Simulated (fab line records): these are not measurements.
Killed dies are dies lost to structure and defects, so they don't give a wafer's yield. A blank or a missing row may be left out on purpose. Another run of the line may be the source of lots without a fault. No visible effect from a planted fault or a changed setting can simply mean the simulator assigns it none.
Chamber matching ; flow n5 finfet ; 4 sister chambers for N5_BEOL_M3_STRIP_36 on rie diel-02
The step strips in N2/H2. 22 wafers are shown with their chamber, then 11 later ones without.

## EACH WAFER AND ITS CHAMBER
wafer;chamber;showerhead plenum p Torr (Torr);drypump motor current A (A);throttle valve pct (%)
L075.1;3;2.72;5.4;23.7
L075.3;2;2.50;5.7;24.0
L075.5;0;2.52;6.0;23.9
L078.1;0;2.52;6.0;23.9
L078.2;3;2.72;5.4;23.7
L078.6;1;2.65;5.8;24.2
L077.2;3;2.72;5.3;23.7
L077.3;1;2.65;5.8;24.2
L077.4;2;2.50;5.7;24.1
L083.1;0;2.52;6.0;23.9
L083.2;3;2.71;5.4;23.7
L083.3;1;2.65;5.9;24.2
L084.1;1;2.65;5.9;24.3
L084.3;0;2.52;6.1;23.9
L084.6;0;2.51;6.0;23.9
L085.1;1;2.65;5.8;24.2
L085.2;2;2.50;5.7;23.7
L085.6;2;2.50;5.7;23.7
L086.4;3;2.71;5.4;23.7
L086.5;0;2.51;6.0;23.9
L086.6;3;2.71;5.4;23.7
L092.1;3;2.71;5.4;23.7

SIGNATURES, as means of the wafers listed above
reading;chamber 0;chamber 1;chamber 2;chamber 3;scatter within a chamber
showerhead plenum p Torr;2.5167;2.6500;2.5000;2.7143;0.00411
drypump motor current A;6.017;5.840;5.700;5.386;0.0401
throttle valve pct;23.900;24.220;23.875;23.700;0.0868
Rule: a wafer's distance from a chamber is the root of the sum, over the readings, of the square of ((its reading less the chamber's mean) divided by the reading's scatter). If the next closest chamber is less than 2 further off than the closest, the wafer can't be placed; otherwise it belongs to the closest. The scatter is the square root of a quotient: the sum, over the shown wafers, of each reading's squared deviation from its chamber's mean, divided by wafers minus chambers.

## WAFERS WHOSE CHAMBER IS MISSING
wafer;showerhead plenum p Torr (Torr);drypump motor current A (A);throttle valve pct (%)
L092.4;2.51;6.1;24.0
L092.5;2.71;5.4;23.7
L090.1;2.49;5.6;23.7
L090.4;2.71;5.4;23.7
L090.6;2.64;5.8;24.2
L096.4;2.64;5.8;24.2
L096.5;2.64;5.9;24.3
L096.6;2.49;5.7;23.7
L095.1;2.64;5.9;24.2
L095.3;2.70;5.4;23.7
L095.4;2.49;5.6;23.7

## WHICH CHAMBER EACH WENT THROUGH
wafer;from the rows above;in truth
L092.4;0;0
L092.5;3;3
L090.1;2;2
L090.4;3;3
L090.6;1;1
L096.4;1;1
L096.5;1;1
L096.6;2;2
L095.1;1;1
L095.3;3;3
L095.4;2;2
Correct placement for 11 of the 11. Number that these rows cannot place: 0. Wrongly placed: 0.
